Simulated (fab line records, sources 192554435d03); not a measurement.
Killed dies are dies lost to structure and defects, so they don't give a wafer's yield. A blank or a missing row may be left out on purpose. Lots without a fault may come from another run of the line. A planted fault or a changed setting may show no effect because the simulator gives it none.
Chamber matching | flow n5_finfet | N5_GATE_CUT_CMP_43 on cmp-01: 4 sister chambers
The step polishes SiO2. 7 wafers are shown with their chamber, then 8 later ones without.

WAFERS WITH THEIR CHAMBER
wafer  | chamber | motor_current_A (A)
L082.3 | 2       | 12.7
L085.1 | 2       | 12.7
L085.6 | 1       | 14.2
L089.3 | 3       | 13.6
L089.4 | 0       | 15.0
L089.5 | 0       | 15.7
L090.2 | 1       | 13.7

WAFERS WITHOUT THEIR CHAMBER
wafer  | motor_current_A (A)
L090.5 | 14.5
L090.6 | 14.4
L091.1 | 12.9
L091.2 | 12.6
L091.4 | 14.7
L096.2 | 12.9
L096.3 | 14.3
L096.6 | 15.2

WHICH CHAMBER EACH WENT THROUGH
wafer  | from the rows above          | in truth
L090.5 | can't be placed: 1 or 0 or 3 | 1
L090.6 | can't be placed: 1 or 3 or 0 | 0
L091.1 | can't be placed: 2 or 3      | 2
L091.2 | 2                            | 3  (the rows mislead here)
L091.4 | can't be placed: 0 or 1 or 3 | 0
L096.2 | can't be placed: 2 or 3      | 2
L096.3 | can't be placed: 1 or 3 or 0 | 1
L096.6 | 0                            | 0
Placed correctly: 1 of 8. Can't be placed from these rows: 6 (the true chamber is among the candidates in 6). Placed wrongly: 1.
How it was worked out, from the rows above alone: a wafer's distance from a chamber is the root of the sum, over the readings, of the square of ((its reading less the chamber's mean) divided by the reading's scatter). The wafer belongs to the nearest chamber; if the next one is less than 2 further off, it can't be placed. A chamber's mean is the mean of its shown wafers. The scatter: the root of (the sum of the squares of (reading less its chamber's mean) over the shown wafers, divided by (wafers less chambers)).
